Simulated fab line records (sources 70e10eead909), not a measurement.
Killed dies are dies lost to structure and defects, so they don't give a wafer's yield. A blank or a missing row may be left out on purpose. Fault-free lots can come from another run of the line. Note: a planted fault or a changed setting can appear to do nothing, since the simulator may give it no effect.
Matching of chambers | flow nand harc | 3 sister chambers for NHARC_A_STAIRCASE_DEP_301 on pecvd-02
The step deposits SiON, target thk 30 nm. 14 wafers are shown with their chamber, then 7 later ones without.

## WAFERS, EACH WITH ITS CHAMBER
wafer  | chamber | showerhead vpp V (V) | heater power w (W) | rf fwd power W (W)
L583.1 | 2       | 1142                 | 865                | 348.6
L583.2 | 0       | 1158                 | 793                | 348.6
L583.5 | 1       | 1157                 | 817                | 349.1
L584.2 | 0       | 1146                 | 920                | 349.2
L584.5 | 0       | 1158                 | 895                | 346.8
L584.6 | 1       | 1151                 | 838                | 347.6
L589.2 | 2       | 1147                 | 924                | 349.8
L589.3 | 1       | 1139                 | 814                | 350.0
L589.4 | 2       | 1133                 | 944                | 350.1
L588.2 | 0       | 1170                 | 834                | 349.0
L588.3 | 1       | 1146                 | 894                | 350.1
L588.5 | 2       | 1131                 | 873                | 348.7
L590.1 | 1       | 1133                 | 854                | 349.8
L590.2 | 2       | 1133                 | 943                | 349.2

SIGNATURES (averages over the wafers above)
reading          | chamber 0 | chamber 1 | chamber 2 | scatter within a chamber
showerhead vpp V | 1158.00   | 1145.20   | 1137.20   | 8.75
heater power w   | 860.50    | 843.40    | 909.80    | 42.7
rf fwd power W   | 348.400   | 349.320   | 349.280   | 0.937
Rule: a wafer lies at a distance from a chamber equal to the root of the sum of squares, over the readings, of (its reading less the chamber's mean, divided by the reading's scatter). The wafer belongs to the nearest chamber; if the next one is less than 2 further off, it can't be placed. The scatter: take each reading less its chamber's mean, square it, sum over the shown wafers, divide by the number of wafers less the number of chambers, and take the root.

## WAFERS WITHOUT THEIR CHAMBER
wafer  | showerhead vpp V (V) | heater power w (W) | rf fwd power W (W)
L590.4 | 1110                 | 872                | 348.9
L594.1 | 1142                 | 796                | 349.6
L594.2 | 1158                 | 830                | 349.8
L594.5 | 1161                 | 819                | 348.5
L595.1 | 1144                 | 878                | 347.1
L595.3 | 1145                 | 832                | 349.3
L595.6 | 1147                 | 827                | 349.1

## CHAMBER TAKEN BY EACH
wafer  | from the rows above          | in truth
L590.4 | can't be placed: 2 or 1      | 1
L594.1 | can't be placed: 1 or 0 or 2 | 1
L594.2 | can't be placed: 1 or 0 or 2 | 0
L594.5 | can't be placed: 0 or 1      | 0
L595.1 | can't be placed: 0 or 1 or 2 | 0
L595.3 | can't be placed: 1 or 0 or 2 | 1
L595.6 | can't be placed: 1 or 0 or 2 | 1
Placed correctly: 0 of 7. These rows do not allow placing 7 (true chamber among the candidates in 7). Number placed wrongly: 0.
